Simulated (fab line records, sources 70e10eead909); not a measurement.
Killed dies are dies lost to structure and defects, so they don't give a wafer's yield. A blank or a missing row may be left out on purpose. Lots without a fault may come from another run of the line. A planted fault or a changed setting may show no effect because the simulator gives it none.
A struck lot beside a sound one | flow nand_harc | 15 steps out of a route of 1302
Sound: wafers L668.3, L668.5, L668.6. Struck: wafer L681.4. (L681.6 of the same lot was not struck and is left out.) The cause comes at the end.
At each step with rows: each side's tool, then ch and its chambers, then its first start. Under that, the readings that differ: sound wafers | struck wafers | difference of the means | sigmas: that difference in standard deviations of wafers without a fault.
alike: readings whose means differ by less than 2 such deviations, and words and numbers that are the same on both sides. not compared: withheld readings, readings that some wafer has no value for, bounds like >300 that may hide the same value, and numbers for which the record gives no deviation and whose values overlap.
The two part at a step that has a row with sigmas, a row that says differs or no value, or rows on one side only. Numbers that don't overlap but have no deviation are shown without sigmas and don't part them. A reading that every wafer of one side lacks parts them only if that side has two wafers or more.

first, 1 step without rows for these wafers: NHARC_A_CHANNEL_HOLE_D1_STRIP_43 (strips in O2/COS).
NHARC_A_CHANNEL_HOLE_D1_ETCH_44: etches the open film in CF4/O2, target depth 140 nm, overetch 14 nm, time 77 s.
  sound on rie_diel-11 ch 0,1,2, day 11 10:10; struck on rie_diel-11 ch 3, day 16 14:59
  reading      | sound             | struck | difference | sigmas
  rf_vpp_V (V) | 196.8 197.2 195.0 | 200.5  | +4.2       | +2
  alike: drypump_motor_current_A, oes_product_au, showerhead_plenum_p_Torr, throttle_valve_pct
  not compared: rf_hours_counter_h
NHARC_A_CHANNEL_HOLE_D1_STRIP_27: strips in O2.
  sound on rie_diel-11 ch 0,1; struck on rie_diel-11 ch 0
  alike: drypump_motor_current_A, oes_product_au, rf_vpp_V, showerhead_plenum_p_Torr, throttle_valve_pct
  not compared: rf_hours_counter_h
then, 2 steps without rows for these wafers: NHARC_A_CHANNEL_HOLE_D1_PRECLEAN_28 (cleans in SC1); NHARC_A_CHANNEL_HOLE_D1_SRD_29.
NHARC_A_CHANNEL_HOLE_D1_CD_MEAS_30:
  sound on cd_sem-02, day 11 10:56; struck on cd_sem-03, day 16 15:46
  alike: cd_nm
then, 1 step without rows for these wafers: NHARC_A_CHANNEL_HOLE_D1_XSEM_31.
NHARC_A_CHANNEL_HOLE_D1_INSPECT_40:
  sound on defect_inspect-02, day 11 11:07; struck on defect_inspect-02, day 16 15:56
  alike: raw_defect_count
then, 2 steps without rows for these wafers: NHARC_A_CHANNEL_FILL_D1_PRECLEAN_00 (cleans in SC1); NHARC_A_CHANNEL_FILL_D1_SRD_01.
NHARC_A_CHANNEL_FILL_D1_ALD_02: deposits SiO2, target thk 6 nm, pulse time 10 s, ald cycles 60.
  sound on ald_hk-04 ch 0,1,3, day 11 11:28; struck on ald_hk-03 ch 3, day 16 16:13
  reading                  | sound       | struck | difference | sigmas
  heater_power_outer_w (W) | 257 287 264 | 329    | +60        | +2
  alike: heater_power_w, precursor_pulse_height_rel
  not compared: ald_cycles
NHARC_A_CHANNEL_FILL_D1_ALD_03: deposits SiNx, target thk 6 nm, pulse time 60 s, ald cycles 58.
  sound on ald_sin_batch-01 ch 0; struck on ald_sin_batch-01 ch 0
  alike: chamber_pressure_Torr, precursor_pulse_height_rel
  not compared: ald_cycles
NHARC_A_CHANNEL_FILL_D1_ALD_14: deposits SiO2, target thk 2.5 nm, pulse time 10 s, ald cycles 25.
  sound on ald_hk-02 ch 1,2,3, day 11 18:28; struck on ald_hk-02 ch 3, day 16 23:11
  reading    | sound    | struck | difference | sigmas
  ald_cycles | 25 25 25 | 22     | -3         |
  alike: heater_power_outer_w, heater_power_w, precursor_pulse_height_rel
NHARC_A_CHANNEL_FILL_D1_ALD_15: deposits SiNx, target thk 2 nm, pulse time 60 s, ald cycles 19.
  sound on ald_sin_batch-02 ch 0; struck on ald_sin_batch-01 ch 0
  alike: chamber_pressure_Torr, precursor_pulse_height_rel
  not compared: ald_cycles
NHARC_END_SORT_01:
  the record has rows for the sound wafers here (prober-02 ch 0, day 27 02:14) and none for the struck ones

WHERE THEY PART
First at NHARC_A_CHANNEL_HOLE_D1_ETCH_44; last, within this record, at NHARC_END_SORT_01.

WHY: what the simulator had put in
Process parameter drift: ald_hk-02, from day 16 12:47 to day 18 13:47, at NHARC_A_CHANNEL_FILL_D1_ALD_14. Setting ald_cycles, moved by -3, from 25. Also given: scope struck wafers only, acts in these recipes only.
